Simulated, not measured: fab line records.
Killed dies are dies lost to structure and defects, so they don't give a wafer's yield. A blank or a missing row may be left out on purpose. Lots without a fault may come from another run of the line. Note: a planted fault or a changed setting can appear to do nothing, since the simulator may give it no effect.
fab line records    flow n5-finfet
record lots=7  wafers=21  last-day=17
route steps=1938 shown BEOL_M3@987 BEOL_M4@1111
lots that met no fault: from a run of the same line without faults
start-h: hours from the record's first day to the start of the lot's first wafer shown    wait-h: time in hours since the lot's previous step    " as in the row above    L1.1+2: a row that stands for several wafers    - value missing, or start not given    * or withheld: withheld    < > ~ a bound
route shown NAME@n: names a module that has steps shown in the file, with the first one's number in the route    usual: average and standard deviation across the fault-free wafers    same: alike in all rows    chamber/n: place in a boat    sites: the reading at each site    _std_site: their standard deviation    _edge_site: the outer-site mean with the inner-site mean subtracted    radius-mm: how far each site lies from the wafer's centre    mask NAME#n: copy n    behind: tool/chamber where the wafer was last shaped    hold: reason for holding the lot/hours on hold/outcome of the hold    device: whichever transistor did not switch (one of n, p or np)    end of line: the tests these same wafers got at the end of their route    for a step that has no rows: nothing shown but its recipe    killed: dies lost to structure and defects at the first sort, not the wafer's yield    map: per-die view of a wafer (x killed, . not killed, _ where there is no die)
set.NAME: setting as actually run; set.NAME@STEP: the setting as run at that earlier step    model.NAME: the simulator's own value behind a step, which no gauge read
lots at some steps of the route; a table a step, a row a wafer
## steps
# step N5_BEOL_M3_SRD_43
# recipe time-s=30  temp-c=23  rinse-liquid=diw  dry=ipa-marangoni
# step N5_BEOL_M3_CD_MEAS_35
# recipe target-cd-nm=18  target-cd-y-nm=21  polarity=opening
# usual cd-nm=18.01/0.29
lot.wafer  tool       chamber  start-h  wait-h  cd-nm
L366.2     cd-sem-01  -        174.67   0.0     17.28
L366.4     "          -        "        "       17.72
L366.6     "          -        "        "       17.70
L371.2     cd-sem-01  -        212.48   0.0     17.99
L371.3     "          -        "        "       18.15
L371.5     "          -        "        "       17.46
L379.3     cd-sem-02  -        243.68   0.0     17.81
L379.4     "          -        "        "       18.05
L379.5     "          -        "        "       18.17
L381.1     cd-sem-03  -        255.20   0.0     18.19
L381.4     "          -        "        "       17.99
L381.5     "          -        "        "       17.82
L380.4     cd-sem-03  -        268.72   0.0     18.11
L380.5     "          -        "        "       18.00
L380.6     "          -        "        "       18.15
L384.1     cd-sem-02  -        280.04   0.0     18.28
L384.4     "          -        "        "       18.30
L384.6     "          -        "        "       18.03
L386.1     cd-sem-03  -        294.95   0.0     18.21
L386.2     "          -        "        "       17.83
L386.3     "          -        "        "       17.50
# step N5_BEOL_M3_DEGAS_44
# recipe ambient=vacuum  temp-c=250  time-s=60
# usual heater-power-w=342/43
# same time-s=60
lot.wafer  tool            chamber  start-h  wait-h  heater-power-w
L366.2     pvd-sputter-03  -        175.06   0.4     387
L366.4     "               -        "        "       406
L366.6     "               -        "        "       412
L371.2     pvd-sputter-02  -        212.97   0.5     381
L371.3     "               -        "        "       300
L371.5     "               -        "        "       392
L379.3     pvd-sputter-01  -        244.11   0.4     350
L379.4     "               -        "        "       357
L379.5     "               -        "        "       349
L381.1     pvd-sputter-01  -        255.42   0.2     351
L381.4     "               -        "        "       291
L381.5     "               -        "        "       290
L380.4     pvd-sputter-02  -        269.00   0.3     378
L380.5     "               -        "        "       375
L380.6     "               -        "        "       385
L384.1     pvd-sputter-03  -        280.18   0.1     408
L384.4     "               -        "        "       344
L384.6     "               -        "        "       293
L386.1     pvd-sputter-03  -        294.99   0.0     372
L386.2     "               -        "        "       346
L386.3     "               -        "        "       297
# step N5_BEOL_M3_PRE_CLEAN_45
# recipe gas=H2/He  time-s=30  temp-c=250
# usual heater-power-w=343/42
# same time-s=30
lot.wafer  tool            chamber  start-h  wait-h  heater-power-w
L366.2     pvd-sputter-03  -        175.10   0.0     376
L366.4     "               -        "        "       407
L366.6     "               -        "        "       414
L371.2     pvd-sputter-02  -        213.01   0.0     387
L371.3     "               -        "        "       312
L371.5     "               -        "        "       385
L379.3     pvd-sputter-01  -        244.15   0.0     343
L379.4     "               -        "        "       357
L379.5     "               -        "        "       350
L381.1     pvd-sputter-01  -        255.46   0.0     345
L381.4     "               -        "        "       295
L381.5     "               -        "        "       290
L380.4     pvd-sputter-02  -        269.04   0.0     391
L380.5     "               -        "        "       379
L380.6     "               -        "        "       384
L384.1     pvd-sputter-03  -        280.22   0.0     411
L384.4     "               -        "        "       352
L384.6     "               -        "        "       298
L386.1     pvd-sputter-03  -        295.03   0.0     375
L386.2     "               -        "        "       346
L386.3     "               -        "        "       301
# step N5_BEOL_M3_ALD_84
# recipe material=TaN  target-thk-a=*  temp-c=275  ald-precursor-family=PDMAT  ald-co-reactant=NH3  pressure-torr=3  carrier-flow-sccm=1500  pulse-time-s=2  purge-time-s=3  co-reactant-purge-time-s=2  co-reactant-pulse-time-s=3  ald-cycles=30  precursor-vessel-temp-c=75  precursor-vessel-pressure-torr=26.25  precursor-vessel-carrier-sccm=1000
# step N5_BEOL_M3_SURFACE_TREAT_85
# recipe gas=Ar  time-s=*  ion-energy-ev=*  ion-current-ma-cm2=0.5  pressure-mtorr=*  ar-flow-sccm=30
# usual throttle-valve-pct=*
# same time-s=*
lot.wafer  tool            chamber  start-h  wait-h  throttle-valve-pct
L366.2     pvd-sputter-03  -        175.42   0.1     *
L366.4     "               -        "        "       *
L366.6     "               -        "        "       *
L371.2     pvd-sputter-01  -        213.31   0.1     *
L371.3     "               -        "        "       *
L371.5     "               -        "        "       *
L379.3     pvd-sputter-01  -        244.44   0.1     *
L379.4     "               -        "        "       *
L379.5     "               -        "        "       *
L381.1     pvd-sputter-03  -        256.01   0.4     *
L381.4     "               -        "        "       *
L381.5     "               -        "        "       *
L380.4     pvd-sputter-01  -        269.44   0.2     *
L380.5     "               -        "        "       *
L380.6     "               -        "        "       *
L384.1     pvd-sputter-01  -        280.99   0.6     *
L384.4     "               -        "        "       *
L384.6     "               -        "        "       *
L386.1     pvd-sputter-03  -        295.35   0.1     *
L386.2     "               -        "        "       *
L386.3     "               -        "        "       *
# step N5_BEOL_M3_CVD_47
# recipe material=Co  target-thk-a=30  temp-c=withheld  precursor=CCTBA/H2  pressure-torr=30  time-s=223.8
# step N5_BEOL_M3_SPUTTER_48
# recipe material=Cu  target-thk-a=45  temp-c=-20  chamber-pressure-pa=0.07  power-w=withheld  time-s=8.29
# usual chamber-pressure-pa=0.07/0.00015  substrate-temp-c=-19.99/0.095  throttle-valve-pct=30.5/0.68
# same time-s=8.29
lot.wafer  tool            chamber  start-h  wait-h  chamber-pressure-pa  substrate-temp-c  throttle-valve-pct
L366.2     pvd-sputter-01  -        176.51   0.7     0.07023              -20.13            30.8
L366.4     "               -        "        "       0.07007              -20.06            29.9
L366.6     "               -        "        "       0.07019              -20.10            29.8
L371.2     pvd-sputter-01  -        213.59   0.1     0.07011              -20.00            30.5
L371.3     "               -        "        "       0.06993              -20.02            29.4
L371.5     "               -        "        "       0.06992              -20.04            29.7
L379.3     pvd-sputter-02  -        244.66   0.1     0.06994              -19.97            29.0
L379.4     "               -        "        "       0.06986              -19.98            29.8
L379.5     "               -        "        "       0.07018              -19.98            31.1
L381.1     pvd-sputter-01  -        256.29   0.1     0.07006              -20.10            30.7
L381.4     "               -        "        "       0.06982              -19.95            30.5
L381.5     "               -        "        "       0.07021              -20.08            30.6
L380.4     pvd-sputter-03  -        269.86   0.2     0.07012              -19.89            31.6
L380.5     "               -        "        "       0.06993              -19.88            30.6
L380.6     "               -        "        "       0.07023              -20.04            31.3
L384.1     pvd-sputter-01  -        281.27   0.2     0.07015              -19.95            30.8
L384.4     "               -        "        "       0.06969              -20.08            30.4
L384.6     "               -        "        "       0.07                 -20.00            29.8
L386.1     pvd-sputter-02  -        295.57   0.1     0.06995              -20.00            30.9
L386.2     "               -        "        "       0.06978              -20.02            29.2
L386.3     "               -        "        "       0.07001              -20.00            30.7
# step N5_BEOL_M3_ANNEAL_49
# recipe temp-c=400  time-s=240  ambient=vacuum
# step N5_BEOL_M3_SPUTTER_79
# recipe material=Cu  target-thk-a=45  temp-c=-20  chamber-pressure-pa=0.07  power-w=withheld  time-s=8.29
# step N5_BEOL_M3_ANNEAL_80
# recipe temp-c=400  time-s=240  ambient=vacuum
# step N5_BEOL_M3_SPUTTER_81
# recipe material=Cu  target-thk-a=45  temp-c=-20  chamber-pressure-pa=0.07  power-w=withheld  time-s=8.29
# step N5_BEOL_M3_ANNEAL_82
# recipe temp-c=400  time-s=240  ambient=vacuum
# usual heater-power-w=837/98  susceptor-temp-C=400.00/0.2  time-s=240/0
lot.wafer  tool            chamber  start-h  wait-h  heater-power-w  susceptor-temp-C  time-s
L366.2     pvd-sputter-01  -        177.09   0.0     898             400.01            240
L366.4     "               -        "        "       708             399.99            240
L366.6     "               -        "        "       733             400.12            240
L371.2     pvd-sputter-01  -        214.11   0.0     745             399.61            240
L371.3     "               -        "        "       871             400.32            240
L371.5     "               -        "        "       863             399.93            240
L379.3     pvd-sputter-02  -        245.18   0.0     -               -                 -
L379.4     "               -        "        "       -               -                 -
L379.5     "               -        "        "       -               -                 -
L381.1     pvd-sputter-01  -        256.81   0.0     -               -                 -
L381.4     "               -        "        "       -               -                 -
L381.5     "               -        "        "       -               -                 -
L380.4     pvd-sputter-03  -        270.38   0.0     -               -                 -
L380.5     "               -        "        "       -               -                 -
L380.6     "               -        "        "       -               -                 -
L384.1     pvd-sputter-01  -        281.79   0.0     858             399.88            240
L384.4     "               -        "        "       739             399.98            240
L384.6     "               -        "        "       720             399.91            240
L386.1     pvd-sputter-02  -        296.09   0.0     963             400.13            240
L386.2     "               -        "        "       948             399.94            240
L386.3     "               -        "        "       838             400.07            240
# step N5_BEOL_M3_SPUTTER_86
# recipe material=Cu  target-thk-a=45  temp-c=-20  chamber-pressure-pa=0.07  power-w=withheld  time-s=8.29
# usual chamber-pressure-pa=0.07001/0.00013  substrate-temp-c=-20.01/0.1  throttle-valve-pct=30.5/0.67
# same time-s=8.29
lot.wafer  tool            chamber  start-h  wait-h  chamber-pressure-pa  substrate-temp-c  throttle-valve-pct
L366.2     pvd-sputter-01  -        177.25   0.1     0.07013              -20.04            30.9
L366.4     "               -        "        "       0.06987              -20.14            29.8
L366.6     "               -        "        "       0.06975              -19.96            29.8
L371.2     pvd-sputter-01  -        214.25   0.1     0.07007              -19.93            30.7
L371.3     "               -        "        "       0.0701               -19.97            29.4
L371.5     "               -        "        "       0.07008              -20.10            29.6
L379.3     pvd-sputter-02  -        245.32   0.1     0.06994              -20.25            29.2
L379.4     "               -        "        "       0.0701               -19.95            29.6
L379.5     "               -        "        "       0.06999              -19.98            31.1
L381.1     pvd-sputter-01  -        256.95   0.1     0.06977              -20.02            30.9
L381.4     "               -        "        "       0.06999              -20.14            30.6
L381.5     "               -        "        "       0.06987              -19.97            31.0
L380.4     pvd-sputter-03  -        270.52   0.1     0.07001              -19.91            31.8
L380.5     "               -        "        "       0.06998              -19.97            30.3
L380.6     "               -        "        "       0.06993              -20.14            31.1
L384.1     pvd-sputter-01  -        281.93   0.1     0.06999              -20.08            30.4
L384.4     "               -        "        "       0.07006              -19.98            30.4
L384.6     "               -        "        "       0.07012              -20.02            29.7
L386.1     pvd-sputter-02  -        296.23   0.1     0.07016              -20.05            31.1
L386.2     "               -        "        "       0.06996              -20.07            29.1
L386.3     "               -        "        "       0.07024              -20.05            30.7
# step N5_BEOL_M4_RC_MEAS_101
# usual DIBL_N=36.3/1.4  DIBL_P=35.7/1.5  IOFF_N=0.155/0.022  IOFF_P=0.204/0.027  ION_N=671/9  ION_P=459/6.2  SS_N=71.5/0.54  SS_P=73.1/0.56  VT_N=250.2/2.6  VT_P=-251/3.3
lot.wafer  tool       chamber  start-h  wait-h  DIBL_N[mV/V]  DIBL_P[mV/V]  IOFF_N[nA/um]  IOFF_P[nA/um]  ION_N[uA/um]  ION_P[uA/um]  SS_N[mV/dec]  SS_P[mV/dec]  VT_N[mV]  VT_P[mV]
L366.2     prober-02  0        189.28   0.2     36.4          36.6          0.172          0.187          686           458           71.3          72.9          246.6     -255
L366.4     "          0        "        "       37.3          37.7          0.193          0.204          680           460           71.7          73.3          246.3     -249
L366.6     "          0        "        "       36.6          36.6          0.175          0.199          688           465           70.5          73.0          246.0     -252
L371.2     prober-02  0        227.01   0.2     34.1          34.7          0.141          0.209          677           469           71.1          73.3          250.9     -249
L371.3     "          0        "        "       34.7          35.2          0.147          0.224          672           464           72.2          73.5          250.2     -251
L371.5     "          0        "        "       34.5          34.8          0.141          0.210          679           464           70.9          73.1          249.0     -247
L379.3     prober-01  0        263.09   0.3     34.6          35.8          0.139          0.181          671           459           71.3          72.4          251.3     -250
L379.4     "          0        "        "       34.4          35.0          0.131          0.177          652           449           72.1          73.0          255.6     -253
L379.5     "          0        "        "       35.6          36.5          0.149          0.194          666           451           72.0          73.4          253.2     -252
L381.1     prober-01  0        274.32   0.0     35.4          35.2          0.139          0.192          674           453           71.2          73.7          252.0     -251
L381.4     "          0        "        "       38.4          37.3          0.197          0.237          677           459           72.3          73.3          249.3     -250
L381.5     "          0        "        "       34.9          34.4          0.131          0.195          666           458           71.2          72.7          251.6     -250
L380.4     prober-01  0        280.43   0.5     38.0          37.0          0.169          0.237          677           462           71.2          73.1          248.3     -249
L380.5     "          0        "        "       39.3          38.5          0.190          0.263          682           466           71.4          74.4          247.2     -248
L380.6     "          0        "        "       38.9          38.2          0.177          0.254          675           462           71.7          73.8          249.5     -246
L384.1     prober-02  0        294.09   0.0     35.7          36.3          0.154          0.220          671           460           71.2          72.6          247.2     -248
L384.4     "          0        "        "       35.1          35.1          0.143          0.213          666           460           71.6          72.6          251.1     -249
L384.6     "          0        "        "       36.3          36.7          0.161          0.225          665           460           71.8          73.5          249.2     -247
L386.1     prober-01  0        307.18   0.0     36.2          35.0          0.150          0.181          667           449           71.7          72.0          252.0     -255
L386.2     "          0        "        "       36.1          34.8          0.150          0.182          665           453           71.3          72.3          251.1     -255
L386.3     "          0        "        "       35.6          35.9          0.145          0.186          670           461           71.3          72.7          251.7     -253
## key
first-sign step=N5_BEOL_M3_ANNEAL_82  reading=tool-record  direction=missing
effect none on later readings
met-at N5_BEOL_M3_ANNEAL_82
struck-wafers L379.3,L379.4,L379.5,L380.4,L380.5,L380.6,L381.1,L381.4,L381.5
onset-between 214.11 245.18
fault kind=skipped-step-whole  tool=pvd-sputter-01,pvd-sputter-02,pvd-sputter-03  chamber=-  onset-h=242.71  steps=N5_BEOL_M3_ANNEAL_82  scope=struck-lots-only
